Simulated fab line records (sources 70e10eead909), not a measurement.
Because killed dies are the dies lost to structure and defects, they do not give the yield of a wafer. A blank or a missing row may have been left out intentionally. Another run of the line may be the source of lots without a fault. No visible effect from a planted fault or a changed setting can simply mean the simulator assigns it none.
Chamber matching / flow nand harc / 4 sister chambers for NHARC_P_M2_DESCUM_14 on rie diel-01
The step chemistry O2, time 3 s. 42 wafers are shown with their chamber, then 12 later ones without.

EACH WAFER AND ITS CHAMBER
wafer=L074.2; chamber=2; drypump motor current A (A)=5.2; oes product au (a.u.)=0.986; rf vpp V (V)=56.5
wafer=L074.5; chamber=3; drypump motor current A (A)=5.3; oes product au (a.u.)=0.997; rf vpp V (V)=57.2
wafer=L074.6; chamber=0; drypump motor current A (A)=5.2; oes product au (a.u.)=1.013; rf vpp V (V)=56.7
wafer=L075.3; chamber=2; drypump motor current A (A)=5.3; oes product au (a.u.)=0.996; rf vpp V (V)=58.0
wafer=L075.4; chamber=1; drypump motor current A (A)=6.3; oes product au (a.u.)=0.996; rf vpp V (V)=58.1
wafer=L075.6; chamber=1; drypump motor current A (A)=6.3; oes product au (a.u.)=1.004; rf vpp V (V)=57.7
wafer=L078.2; chamber=3; drypump motor current A (A)=5.3; oes product au (a.u.)=1.018; rf vpp V (V)=57.8
wafer=L078.4; chamber=1; drypump motor current A (A)=6.3; oes product au (a.u.)=1.000; rf vpp V (V)=58.8
wafer=L078.6; chamber=0; drypump motor current A (A)=5.1; oes product au (a.u.)=1.029; rf vpp V (V)=56.0
wafer=L079.1; chamber=2; drypump motor current A (A)=5.2; oes product au (a.u.)=0.985; rf vpp V (V)=57.2
wafer=L079.2; chamber=1; drypump motor current A (A)=6.3; oes product au (a.u.)=0.986; rf vpp V (V)=57.8
wafer=L079.4; chamber=0; drypump motor current A (A)=5.2; oes product au (a.u.)=1.018; rf vpp V (V)=58.5
wafer=L080.1; chamber=1; drypump motor current A (A)=6.3; oes product au (a.u.)=0.987; rf vpp V (V)=57.3
wafer=L080.2; chamber=3; drypump motor current A (A)=5.3; oes product au (a.u.)=0.993; rf vpp V (V)=57.7
wafer=L080.4; chamber=0; drypump motor current A (A)=5.1; oes product au (a.u.)=1.009; rf vpp V (V)=57.8
wafer=L081.3; chamber=1; drypump motor current A (A)=6.3; oes product au (a.u.)=0.975; rf vpp V (V)=57.4
wafer=L081.4; chamber=3; drypump motor current A (A)=5.3; oes product au (a.u.)=0.994; rf vpp V (V)=57.6
wafer=L081.6; chamber=1; drypump motor current A (A)=6.3; oes product au (a.u.)=0.983; rf vpp V (V)=58.3
wafer=L082.1; chamber=0; drypump motor current A (A)=5.2; oes product au (a.u.)=1.018; rf vpp V (V)=58.2
wafer=L082.2; chamber=3; drypump motor current A (A)=5.3; oes product au (a.u.)=1.007; rf vpp V (V)=57.8
wafer=L082.3; chamber=2; drypump motor current A (A)=5.2; oes product au (a.u.)=0.987; rf vpp V (V)=56.6
wafer=L083.4; chamber=1; drypump motor current A (A)=6.3; oes product au (a.u.)=0.999; rf vpp V (V)=58.9
wafer=L083.5; chamber=3; drypump motor current A (A)=5.3; oes product au (a.u.)=1.003; rf vpp V (V)=57.1
wafer=L083.6; chamber=0; drypump motor current A (A)=5.1; oes product au (a.u.)=1.015; rf vpp V (V)=59.0
wafer=L086.2; chamber=2; drypump motor current A (A)=5.2; oes product au (a.u.)=0.985; rf vpp V (V)=57.2
wafer=L086.3; chamber=1; drypump motor current A (A)=6.3; oes product au (a.u.)=0.997; rf vpp V (V)=58.3
wafer=L086.5; chamber=3; drypump motor current A (A)=5.3; oes product au (a.u.)=0.998; rf vpp V (V)=58.0
wafer=L085.4; chamber=2; drypump motor current A (A)=5.2; oes product au (a.u.)=0.991; rf vpp V (V)=57.6
wafer=L085.5; chamber=0; drypump motor current A (A)=5.2; oes product au (a.u.)=1.015; rf vpp V (V)=57.6
wafer=L085.6; chamber=3; drypump motor current A (A)=5.3; oes product au (a.u.)=0.996; rf vpp V (V)=56.4
wafer=L087.3; chamber=2; drypump motor current A (A)=5.3; oes product au (a.u.)=0.999; rf vpp V (V)=57.6
wafer=L087.4; chamber=3; drypump motor current A (A)=5.3; oes product au (a.u.)=1.005; rf vpp V (V)=57.3
wafer=L087.5; chamber=3; drypump motor current A (A)=5.3; oes product au (a.u.)=1.002; rf vpp V (V)=56.6
wafer=L089.2; chamber=2; drypump motor current A (A)=5.2; oes product au (a.u.)=0.991; rf vpp V (V)=57.6
wafer=L089.3; chamber=3; drypump motor current A (A)=5.3; oes product au (a.u.)=0.997; rf vpp V (V)=57.4
wafer=L089.5; chamber=2; drypump motor current A (A)=5.3; oes product au (a.u.)=0.974; rf vpp V (V)=58.1
wafer=L090.3; chamber=3; drypump motor current A (A)=5.3; oes product au (a.u.)=0.975; rf vpp V (V)=57.3
wafer=L090.4; chamber=2; drypump motor current A (A)=5.2; oes product au (a.u.)=0.982; rf vpp V (V)=58.5
wafer=L090.5; chamber=3; drypump motor current A (A)=5.3; oes product au (a.u.)=0.989; rf vpp V (V)=57.9
wafer=L092.1; chamber=2; drypump motor current A (A)=5.2; oes product au (a.u.)=0.985; rf vpp V (V)=58.2
wafer=L092.5; chamber=0; drypump motor current A (A)=5.1; oes product au (a.u.)=1.010; rf vpp V (V)=58.8
wafer=L092.6; chamber=3; drypump motor current A (A)=5.3; oes product au (a.u.)=0.992; rf vpp V (V)=58.1

SIGNATURES (means of the wafers above)
reading=drypump motor current A; chamber 0=5.150; chamber 1=6.300; chamber 2=5.227; chamber 3=5.300; scatter within a chamber=0.0332
reading=oes product au; chamber 0=1.01587; chamber 1=0.99189; chamber 2=0.98736; chamber 3=0.99757; scatter within a chamber=0.00847
reading=rf vpp V; chamber 0=57.825; chamber 1=58.067; chamber 2=57.555; chamber 3=57.443; scatter within a chamber=0.68
Rule: for a wafer and a chamber, the distance is found by dividing, reading by reading, the gap between the wafer's reading and the chamber's mean by the reading's scatter, squaring, summing and taking the root. If the next closest chamber is less than 2 further off than the closest, the wafer can't be placed; otherwise it belongs to the closest. How the scatter is found: for the shown wafers, subtract from each reading the mean of its chamber, square and add these, divide the total by (wafers less chambers), then take the root.

WAFERS MISSING THEIR CHAMBER
wafer=L094.3; drypump motor current A (A)=5.1; oes product au (a.u.)=1.020; rf vpp V (V)=56.4
wafer=L094.4; drypump motor current A (A)=5.2; oes product au (a.u.)=0.987; rf vpp V (V)=57.9
wafer=L094.5; drypump motor current A (A)=5.3; oes product au (a.u.)=0.987; rf vpp V (V)=58.7
wafer=L095.1; drypump motor current A (A)=5.3; oes product au (a.u.)=0.986; rf vpp V (V)=57.5
wafer=L095.2; drypump motor current A (A)=5.3; oes product au (a.u.)=0.993; rf vpp V (V)=56.1
wafer=L095.5; drypump motor current A (A)=5.1; oes product au (a.u.)=1.010; rf vpp V (V)=57.5
wafer=L096.1; drypump motor current A (A)=6.3; oes product au (a.u.)=0.976; rf vpp V (V)=58.5
wafer=L096.2; drypump motor current A (A)=5.2; oes product au (a.u.)=0.972; rf vpp V (V)=58.2
wafer=L096.3; drypump motor current A (A)=5.1; oes product au (a.u.)=0.994; rf vpp V (V)=58.2
wafer=L097.2; drypump motor current A (A)=5.3; oes product au (a.u.)=0.999; rf vpp V (V)=57.3
wafer=L097.3; drypump motor current A (A)=6.3; oes product au (a.u.)=1.000; rf vpp V (V)=58.1
wafer=L097.6; drypump motor current A (A)=5.2; oes product au (a.u.)=0.987; rf vpp V (V)=58.0

CHAMBER TAKEN BY EACH
wafer=L094.3; from the rows above=0; in truth=0
wafer=L094.4; from the rows above=2; in truth=2
wafer=L094.5; from the rows above=can't be placed: 3 or 2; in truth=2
wafer=L095.1; from the rows above=can't be placed: 3 or 2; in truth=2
wafer=L095.2; from the rows above=can't be placed: 3 or 2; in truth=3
wafer=L095.5; from the rows above=0; in truth=0
wafer=L096.1; from the rows above=1; in truth=1
wafer=L096.2; from the rows above=2; in truth=2
wafer=L096.3; from the rows above=can't be placed: 0 or 2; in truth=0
wafer=L097.2; from the rows above=3; in truth=3
wafer=L097.3; from the rows above=1; in truth=1
wafer=L097.6; from the rows above=2; in truth=2
8 of 12 placed correctly. Not placeable from these rows: 4 (in 4, the candidates include the true chamber). Number placed wrongly: 0.
